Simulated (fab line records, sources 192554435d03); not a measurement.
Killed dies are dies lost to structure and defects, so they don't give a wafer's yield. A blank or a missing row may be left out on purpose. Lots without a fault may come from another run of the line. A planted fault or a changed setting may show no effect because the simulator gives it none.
fab line records | flow n5_finfet | part 2 of 2: steps 19 to 24 of 24
record lots=5 wafers=15 last_day=14
route steps=1938 shown HKMG_FIN@422
lots that met no fault: from a run of the same line without faults
start_h: hours from the record's first day to the start of the lot's first wafer shown | wait_h: hours since the lot's step before | " the same as in the row above | L1.1+2: a row that stands for several wafers | - no value, or no start given | * or withheld: withheld | < > ~ a bound
route shown NAME@n: a module of which the file shows steps, and the number in the route of the first | usual: mean/standard deviation of fault-free wafers | same: alike in all rows | chamber/n: place in a boat | sites: the reading at each site | _std_site: their standard deviation | _edge_site: outer sites' mean less inner sites' | radius_mm: how far each site lies from the wafer's centre | mask NAME#n: copy n | behind: the tool/chamber that last shaped the wafer | hold: why the lot was held/for how many hours/how that ended | device: the transistor (n, p or np) that didn't switch | end of line: the same wafers' tests at the end of the route | a step without rows: its recipe alone | killed: dies lost to structure and defects at the first sort, not the wafer's yield | map: a wafer's dies, x killed, . not, _ none there
set.NAME: the setting as run; set.NAME@STEP: as run at that earlier step | model.NAME: the simulator's own value behind a step, which no gauge read
lots at some steps of the route; a table a step, a row a wafer
services: from which hour (start_h, from the record's first day; less than 0 if before it) a tool's chamber was out of use, for how many hours, and why
## steps
# step N5_HKMG_FIN_WET_ETCH_18
# recipe chemistry=SC1 target=TiN mix=1:1:5 temp_c=* time_s=55 target_depth_nm=5.2 dry=ipa_marangoni rinse_time_s=30 rinse_temp_c=23
# usual temp_c=*
# columns lot.wafer tool chamber start_h wait_h temp_c
L078.2 wet_bench-02 5 104.15 0.1 *
L078.4 " 1 " " *
L078.6 " 6 " " *
L079.3 wet_bench-02 6 109.81 0.1 *
L079.5 " 7 " " *
L079.6 " 0 " " *
L083.2 wet_bench-03 2 131.27 0.1 *
L083.3 " 3 " " *
L083.4 " 0 " " *
L085.2 wet_bench-03 2 140.60 0.1 *
L085.3 " 7 " " *
L085.6 " 6 " " *
L086.3 wet_bench-01 4 154.47 0.1 *
L086.4 " 5 " " *
L086.6 " 0 " " *
# step N5_HKMG_FIN_STRIP_19
# recipe chemistry=N2/H2 power_w=2500 temp_c=300 h2_frac=0.65 time_s=360 pressure_mtorr=withheld n2_flow_sccm=1750 h2_flow_sccm=3250
# usual drypump_motor_current_A=5.7/0.41 heater_power_w=458/35 temp_c=300.04/0.19
# columns lot.wafer tool chamber start_h wait_h drypump_motor_current_A heater_power_w rf_hours_counter_h temp_c
L078.2 plasma_asher-01 0 104.21 0.0 6.2 412 42 300.37
L078.4 " 0 " " 6.2 419 - 299.90
L078.6 " 1 " " 6.0 483 - 300.23
L079.3 plasma_asher-02 1 109.99 0.1 5.4 503 - 300.12
L079.5 " 1 " " 5.4 504 - 299.83
L079.6 " 0 " " 5.3 423 - 300.33
L083.2 plasma_asher-02 0 131.34 0.0 5.3 424 106 299.92
L083.3 " 1 " " 5.4 499 - 299.99
L083.4 " 0 " " 5.3 430 - 299.87
L085.2 plasma_asher-02 0 140.66 0.0 5.3 420 109 300.10
L085.3 " 0 " " 5.3 429 - 299.80
L085.6 " 0 " " 5.2 425 - 299.95
L086.3 plasma_asher-01 0 154.65 0.1 6.2 420 - 299.88
L086.4 " 1 " " 6.1 468 - 300.09
L086.6 " 0 " " 6.2 420 - 299.90
# step N5_HKMG_FIN_ALD_91
# recipe material=TiN target_thk_a=10 temp_c=400 ald_precursor_family=TiCl4 ald_co_reactant=NH3 pulse_time_s=1 purge_time_s=3 co_reactant_purge_time_s=2 co_reactant_pulse_time_s=2 ald_cycles=47 pressure_torr=3
# usual heater_power_w=858/75 precursor_pulse_height_rel=0.999/0.019
# columns lot.wafer tool chamber start_h wait_h heater_power_w precursor_pulse_height_rel
L078.2 ald_metal-03 3 104.59 0.3 801 0.993
L078.4 " 1 " " 1067 1.020
L078.6 " 3 " " 803 0.988
L079.3 ald_metal-03 1 110.25 0.1 1042 0.993
L079.5 " 2 " " 756 0.998
L079.6 " 1 " " 1069 1.003
L083.2 ald_metal-02 1 131.72 0.3 802 1.006
L083.3 " 3 " " 834 1.007
L083.4 " 2 " " 908 1.004
L085.2 ald_metal-01 2 141.05 0.3 831 0.990
L085.3 " 1 " " 922 1.004
L085.6 " 2 " " 825 0.984
L086.3 ald_metal-01 2 154.92 0.1 828 1.008
L086.4 " 0 " " 769 1.022
L086.6 " 1 " " 903 1.011
# step N5_HKMG_FIN_COAT_85
# recipe resist=SOC temp_c=250 time_s=60 spin_rpm=1500 resist_thk_nm=300
# usual chill_plate_temp_C=23.01/0.11 dispense_pressure_kPa=51/3.4 heater_power_total_W=500.7/1.7
# columns lot.wafer tool chamber start_h wait_h chill_plate_temp_C dispense_pressure_kPa heater_power_total_W
L078.2 litho_track-05 0 104.87 0.2 23.09 53 501.5
L078.4 " 0 " " 23.19 53 497.6
L078.6 " 0 " " 23.23 53 499.0
L079.3 litho_track-05 0 110.54 0.2 23.14 53 502.7
L079.5 " 0 " " 22.97 53 501.5
L079.6 " 0 " " 23.08 53 498.1
L083.2 litho_track-05 0 132.00 0.2 23.06 53 501.2
L083.3 " 0 " " 22.77 53 502.0
L083.4 " 0 " " 22.92 53 499.8
L085.2 litho_track-05 0 141.32 0.2 23.05 53 499.2
L085.3 " 0 " " 22.81 53 501.2
L085.6 " 0 " " 22.82 53 502.2
L086.3 litho_track-03 0 155.20 0.2 23.08 54 501.2
L086.4 " 0 " " 23.11 53 502.4
L086.6 " 0 " " 23.12 54 498.6
# step N5_HKMG_FIN_ETCH_86
# recipe chemistry=N2/H2 target=SOC target_depth_a=3932 stop_on=TiN ion_energy_ev=100 bias_w=61 pressure_mtorr=30 source_w=850 n2_flow_sccm=200 h2_flow_sccm=200
# usual drypump_motor_current_A=5.7/0.39 oes_product_au=0.81/0.096 rf_vpp_V=241.2/1.1 showerhead_plenum_p_Torr=2.58/0.07 throttle_valve_pct=17.89/0.29
# columns lot.wafer tool chamber start_h wait_h drypump_motor_current_A oes_product_au rf_hours_counter_h rf_vpp_V showerhead_plenum_p_Torr throttle_valve_pct
L078.2 rie_diel-06 1 104.93 - 6.1 0.93 8 243.6 2.72 17.48
L078.4 " 3 " " 5.7 0.76 151 241.5 2.55 18.28
L078.6 " 2 " " 5.5 0.70 - 241.9 2.63 18.20
L079.3 rie_diel-01 3 110.60 - 5.5 0.71 199 239.1 2.52 18.05
L079.5 " 0 " " 6.7 0.70 - 242.9 2.63 18.05
L079.6 " 3 " " 5.5 0.72 - 240.3 2.52 18.04
L083.2 rie_diel-03 3 132.06 - 5.7 0.71 247 240.2 2.50 17.87
L083.3 " 2 " " 5.4 0.94 7 241.6 2.61 17.80
L083.4 " 3 " " 5.7 0.70 - 241.9 2.50 17.88
L085.2 rie_diel-03 2 141.38 - 5.3 0.92 12 242.5 2.61 17.80
L085.3 " 1 " " 6.0 0.88 28 240.7 2.49 17.73
L085.6 " 0 " " 5.8 0.98 - 241.2 2.60 17.83
L086.3 rie_diel-01 2 155.25 - 5.3 0.69 228 240.9 2.51 18.08
L086.4 " 0 " " 6.7 0.68 246 241.3 2.62 18.09
L086.6 " 0 " " 6.7 0.68 - 242.4 2.62 18.08
# step N5_HKMG_FIN_STRIP_89
# recipe chemistry=N2/H2 material=SOC time_s=20 power_w=500 temp_c=40 pressure_mtorr=50 rf_frequency_hz=6e+07 bias_power_w=8 h2_frac=0.5 n2_flow_sccm=300 h2_flow_sccm=300
# usual bias_power_w=8.000/0.022 drypump_motor_current_A=5.7/0.4 oes_product_au=0.82/0.097 rf_vpp_V=54.3/0.79 showerhead_plenum_p_Torr=3.41/0.089 temp_c=40.00/0.12 throttle_valve_pct=19.2/0.42
# columns lot.wafer tool chamber start_h wait_h bias_power_w drypump_motor_current_A oes_product_au rf_hours_counter_h rf_vpp_V showerhead_plenum_p_Torr temp_c throttle_valve_pct
L078.2 rie_diel-06 1 104.99 0.0 7.982 6.0 0.96 8 55.0 3.58 40.10 18.5
L078.4 " 3 " " 8.007 5.7 0.80 151 54.6 3.37 39.82 19.7
L078.6 " 2 " " 8.010 5.5 0.70 - 54.0 3.47 39.86 19.7
L079.3 rie_diel-01 3 110.66 0.0 7.979 5.5 0.72 199 53.8 3.33 40.14 19.6
L079.5 " 0 " " 8.011 6.7 0.71 - 54.8 3.47 40.09 19.0
L079.6 " 3 " " 7.961 5.5 0.73 - 54.0 3.33 40.06 19.6
L083.2 rie_diel-03 3 132.12 0.0 8.003 5.8 0.72 247 53.1 3.30 39.83 19.4
L083.3 " 2 " " 8.010 5.4 0.94 7 54.5 3.44 39.93 19.0
L083.4 " 3 " " 8.020 5.7 0.73 - 52.8 3.30 39.93 19.4
L085.2 rie_diel-03 2 141.44 0.0 7.979 5.4 0.92 12 55.2 3.44 40.06 19.0
L085.3 " 1 " " 8.006 6.0 0.90 28 53.9 3.29 39.92 19.0
L085.6 " 0 " " 7.970 5.9 0.99 - 54.6 3.43 40.11 19.3
L086.3 rie_diel-01 2 155.31 0.0 7.989 5.3 0.72 228 54.8 3.32 40.03 19.2
L086.4 " 0 " " 8.010 6.7 0.69 247 54.0 3.46 39.92 19.1
L086.6 " 0 " " 8.012 6.7 0.69 - 54.4 3.46 40.03 19.1
## services
# columns tool chamber start_h hours kind
rie_diel-01 3 80.46 4.2 repair
arfi_scanner-01 - 88.12 1.3 pm
arfi_scanner-02 - 90.91 0.8 pm
rie_diel-03 2 91.31 7.1 repair
rie_diel-03 2 98.71 - clean
rie_diel-03 2 98.71 - consumable_replace:focus_ring
rie_diel-03 2 98.71 21.3 scheduled_down
rie_diel-03 2 98.71 21.3 vent_cycle
ald_metal-02 - 100.39 4.3 pm
arfi_scanner-02 - 107.16 1.3 pm
rie_diel-03 - 111.30 2.4 repair
arfi_scanner-02 - 113.64 6.0 pm
plasma_asher-01 - 119.53 9.3 repair
rie_diel-03 0 120.24 - clean
rie_diel-03 0 120.24 - consumable_replace:focus_ring
arfi_scanner-03 - 123.14 1.3 pm
arfi_scanner-02 - 128.64 1.0 repair
rie_diel-06 1 132.23 6.0 repair
arfi_scanner-03 - 133.44 3.9 pm
rie_diel-06 0 133.63 5.5 repair
rie_diel-06 - 139.31 0.5 repair
arfi_scanner-01 - 142.96 1.0 pm
ald_metal-03 1 149.61 10.4 repair
ald_metal-03 2 151.85 23.3 repair
